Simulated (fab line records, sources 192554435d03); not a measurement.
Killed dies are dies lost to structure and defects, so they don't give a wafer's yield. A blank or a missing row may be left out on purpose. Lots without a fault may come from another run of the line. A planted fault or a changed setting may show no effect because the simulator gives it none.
Chamber matching | flow n5_finfet | N5_BEOL_M14_ETCH_67 on rie_diel-01: 4 sister chambers
The step etches SiARC in CF4, target depth 143 nm, time 238.3 s. 16 wafers are shown with their chamber, then 8 later ones without.

WAFERS WITH THEIR CHAMBER
wafer  | chamber | showerhead_plenum_p_Torr (Torr) | throttle_valve_pct (%) | oes_product_au (a.u.)
L074.1 | 2       | 2.12                            | 16.09                  | 0.59
L074.4 | 1       | 2.23                            | 15.72                  | 0.67
L074.6 | 1       | 2.23                            | 15.72                  | 0.68
L076.2 | 3       | 2.10                            | 15.30                  | 0.73
L076.4 | 1       | 2.23                            | 15.72                  | 0.67
L076.6 | 2       | 2.12                            | 16.12                  | 0.58
L081.3 | 0       | 2.06                            | 15.72                  | 0.66
L081.5 | 2       | 2.11                            | 16.15                  | 0.58
L081.6 | 3       | 2.10                            | 15.35                  | 0.72
L083.2 | 3       | 2.10                            | 15.36                  | 0.71
L083.3 | 2       | 2.11                            | 16.16                  | 0.57
L083.6 | 0       | 2.06                            | 15.73                  | 0.65
L084.1 | 2       | 2.11                            | 16.16                  | 0.58
L084.4 | 3       | 2.10                            | 15.37                  | 0.72
L084.5 | 0       | 2.06                            | 15.73                  | 0.65
L090.3 | 0       | 2.06                            | 15.73                  | 0.65

SIGNATURES (means of the wafers above)
reading                  | chamber 0 | chamber 1 | chamber 2 | chamber 3 | scatter within a chamber
showerhead_plenum_p_Torr | 2.0600    | 2.2300    | 2.1140    | 2.1000    | 0.00316
throttle_valve_pct       | 15.7275   | 15.7200   | 16.1360   | 15.3450   | 0.0236
oes_product_au           | 0.6525    | 0.6733    | 0.5800    | 0.7200    | 0.00672
Rule: a wafer's distance from a chamber is the root of the sum, over the readings, of the square of ((its reading less the chamber's mean) divided by the reading's scatter). The wafer belongs to the nearest chamber; if the next one is less than 2 further off, it can't be placed. The scatter: the root of (the sum of the squares of (reading less its chamber's mean) over the shown wafers, divided by (wafers less chambers)).

WAFERS WITHOUT THEIR CHAMBER
wafer  | showerhead_plenum_p_Torr (Torr) | throttle_valve_pct (%) | oes_product_au (a.u.)
L090.4 | 2.22                            | 15.79                  | 0.64
L090.6 | 2.22                            | 15.77                  | 0.64
L089.1 | 2.22                            | 15.81                  | 0.64
L089.2 | 2.09                            | 15.38                  | 0.72
L089.4 | 2.22                            | 15.78                  | 0.64
L087.1 | 2.06                            | 15.76                  | 0.65
L087.2 | 2.09                            | 15.38                  | 0.70
L087.6 | 2.22                            | 15.78                  | 0.64

WHICH CHAMBER EACH WENT THROUGH
wafer  | from the rows above | in truth
L090.4 | 1                   | 1
L090.6 | 1                   | 1
L089.1 | 1                   | 1
L089.2 | 3                   | 3
L089.4 | 1                   | 1
L087.1 | 0                   | 0
L087.2 | 3                   | 3
L087.6 | 1                   | 1
Placed correctly: 8 of 8. Can't be placed from these rows: 0. Placed wrongly: 0.
